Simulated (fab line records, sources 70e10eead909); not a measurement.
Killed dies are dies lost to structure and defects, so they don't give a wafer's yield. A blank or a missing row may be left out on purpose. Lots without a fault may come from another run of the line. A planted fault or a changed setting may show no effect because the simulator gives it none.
A struck lot beside a sound one | flow nand_harc | 27 steps out of a route of 1302
Sound: wafers L851.2, L851.3, L851.6. Struck: wafer L861.4. (L861.1, L861.3 of the same lot were not struck and are left out.) The cause comes at the end.
At each step with rows: each side's tool, then ch and its chambers, then its first start. Under that, the readings that differ: sound wafers | struck wafers | difference of the means | sigmas: that difference in standard deviations of wafers without a fault.
alike: readings whose means differ by less than 2 such deviations, and words and numbers that are the same on both sides. not compared: withheld readings, readings that some wafer has no value for, bounds like >300 that may hide the same value, and numbers for which the record gives no deviation and whose values overlap.
The two part at a step that has a row with sigmas, a row that says differs or no value, or rows on one side only. Numbers that don't overlap but have no deviation are shown without sigmas and don't part them. A reading that every wafer of one side lacks parts them only if that side has two wafers or more.

first, 2 steps without rows for these wafers: NHARC_A_CHANNEL_HOLE_D2_DESCUM_15 (chemistry O2, time 3 s); NHARC_A_CHANNEL_HOLE_D2_ETCH_38 (etches the open film in CF4, target depth 39 nm, time 65 s).
NHARC_A_CHANNEL_HOLE_D2_ETCH_39: etches the open film in N2/H2, target depth 260 nm, time 325 s.
  sound on rie_diel-06 ch 1,2,3; struck on rie_diel-13 ch 2
  reading                     | sound                | struck | difference | sigmas
  drypump_motor_current_A (A) | 4.8 5.3 4.8          | 6.5    | +1.5       | +3
  throttle_valve_pct (%)      | 14.179 14.174 14.161 | 14.192 | +0.021     | +2
  alike: bias_w, chamber_pressure_mTorr, oes_product_au, rf_fwd_power_W, rf_vpp_V, showerhead_plenum_p_Torr
  not compared: rf_hours_counter_h
then, 2 steps without rows for these wafers: NHARC_A_CHANNEL_HOLE_D2_ETCH_34 (etches the open film in CF4/CHF3, target depth 154 nm, time 77 s); NHARC_A_CHANNEL_HOLE_D2_ETCH_16 (etches the open film in O2/COS, target depth 3100 nm, time 806 s).
NHARC_A_CHANNEL_HOLE_D2_CD_MEAS_18:
  sound on cd_sem-02, day 16 14:07; struck on cd_sem-02, day 21 07:34
  reading    | sound            | struck | difference | sigmas
  cd_nm (nm) | 98.5 100.8 105.7 | 96.3   | -5.4       | -2
then, 2 steps without rows for these wafers: NHARC_A_CHANNEL_HOLE_D2_ETCH_19 (etches the open film in C4F8/O2/Ar, time 34.5 s); NHARC_A_CHANNEL_HOLE_D2_ETCH_20 (etches the open film in C4F8/O2/Ar, time 361.9 s, target depth 1600 nm).
NHARC_A_CHANNEL_HOLE_D2_ETCH_21: etches the open film in C4F8/O2/Ar, time 514.3 s, target depth 1600 nm.
  sound on har_etch-01 ch 0,1, day 16 14:36; struck on har_etch-02 ch 1, day 21 08:08
  reading                     | sound          | struck | difference | sigmas
  drypump_motor_current_A (A) | 5.65 5.76 5.66 | 5.98   | +0.29      | +3
  alike: chamber_pressure_mTorr, showerhead_plenum_p_Torr, throttle_valve_pct
  not compared: rf_hours_counter_h
NHARC_A_CHANNEL_HOLE_D2_ETCH_22: etches the open film in C4F8/O2/Ar, time 666.7 s, target depth 1600 nm.
  sound on har_etch-01 ch 0,1, day 16 15:02; struck on har_etch-02 ch 1, day 21 08:35
  reading                     | sound          | struck | difference | sigmas
  drypump_motor_current_A (A) | 5.68 5.78 5.67 | 5.95   | +0.24      | +2
  alike: chamber_pressure_mTorr, showerhead_plenum_p_Torr, throttle_valve_pct
  not compared: rf_hours_counter_h
NHARC_A_CHANNEL_HOLE_D2_ETCH_23: etches the open film in C4F8/O2/Ar, time 819 s, target depth 1600 nm.
  sound on har_etch-01 ch 0,1, day 16 15:36; struck on har_etch-02 ch 1, day 21 09:11
  reading                     | sound          | struck | difference | sigmas
  drypump_motor_current_A (A) | 5.65 5.76 5.67 | 5.97   | +0.28      | +3
  alike: chamber_pressure_mTorr, showerhead_plenum_p_Torr, throttle_valve_pct
  not compared: rf_hours_counter_h
then, 1 step without rows for these wafers: NHARC_A_CHANNEL_HOLE_D2_ETCH_24 (etches the open film in C4F8/O2/Ar, time 906.2 s, target depth 1500 nm).
NHARC_A_CHANNEL_HOLE_D2_ETCH_25: etches the open film in C4F8/O2/Ar, time 1040.2 s, target depth 1500 nm.
  sound on har_etch-01 ch 0,1, day 16 17:03; struck on har_etch-02 ch 1, day 21 10:40
  reading                     | sound          | struck | difference | sigmas
  drypump_motor_current_A (A) | 5.65 5.77 5.69 | 5.97   | +0.27      | +2
  alike: chamber_pressure_mTorr, showerhead_plenum_p_Torr, throttle_valve_pct
  not compared: rf_hours_counter_h
then, 1 step without rows for these wafers: NHARC_A_CHANNEL_HOLE_D2_ETCH_26 (etches the open film in C4F8/O2/Ar, time 224.1 s, target depth 300 nm).
NHARC_A_CHANNEL_HOLE_D2_ETCH_27: etches the open film in C4F8/O2/Ar, time 90 s, target depth 400 nm.
  sound on har_etch-01 ch 0,1, day 16 18:08; struck on har_etch-02 ch 1, day 21 11:38
  reading                     | sound          | struck | difference | sigmas
  drypump_motor_current_A (A) | 5.66 5.81 5.68 | 5.96   | +0.24      | +2
  alike: chamber_pressure_mTorr, rf_fwd_power_W, showerhead_plenum_p_Torr, throttle_valve_pct
  not compared: rf_hours_counter_h
then, 7 steps without rows for these wafers: NHARC_A_CHANNEL_HOLE_D2_STRIP_41 (strips in N2/H2); NHARC_A_CHANNEL_HOLE_D2_STRIP_42 (strips in CF4/CHF3); NHARC_A_CHANNEL_HOLE_D2_STRIP_43 (strips in O2/COS); NHARC_A_CHANNEL_HOLE_D2_ETCH_44 (etches the open film in CF4/O2, target depth 140 nm, overetch 14 nm, time 77 s); NHARC_A_CHANNEL_HOLE_D2_STRIP_28 (strips in O2); NHARC_A_CHANNEL_HOLE_D2_PRECLEAN_29 (cleans in SC1); NHARC_A_CHANNEL_HOLE_D2_SRD_30.
NHARC_A_CHANNEL_HOLE_D2_CD_MEAS_31:
  sound on cd_sem-01, day 16 19:41; struck on cd_sem-01, day 21 13:08
  alike: cd_nm
then, 1 step without rows for these wafers: NHARC_A_CHANNEL_HOLE_D2_XSEM_32.
NHARC_A_CHANNEL_HOLE_D2_INSPECT_40:
  sound on defect_inspect-02, day 16 19:53; struck on defect_inspect-01, day 21 13:19
  reading          | sound       | struck | difference | sigmas
  raw_defect_count | 354 218 288 | 774    | +487       | +6
then, 1 step without rows for these wafers: NHARC_A_CHANNEL_FILL_D2_PRECLEAN_00 (cleans in SC1).
-- the record jumps here: 11 days lie between the struck wafers' starts before and after (it left off in module A_CHANNEL_FILL_D2 and takes up again in module END, whose first step shown is number 1302 of the route) --
NHARC_END_SORT_01:
  the record has rows for the struck wafers here (prober-01 ch 0, day 32 19:50) and none for the sound ones

WHERE THEY PART
First at NHARC_A_CHANNEL_HOLE_D2_ETCH_39; last, within this record, at NHARC_END_SORT_01.

WHY: what the simulator had put in
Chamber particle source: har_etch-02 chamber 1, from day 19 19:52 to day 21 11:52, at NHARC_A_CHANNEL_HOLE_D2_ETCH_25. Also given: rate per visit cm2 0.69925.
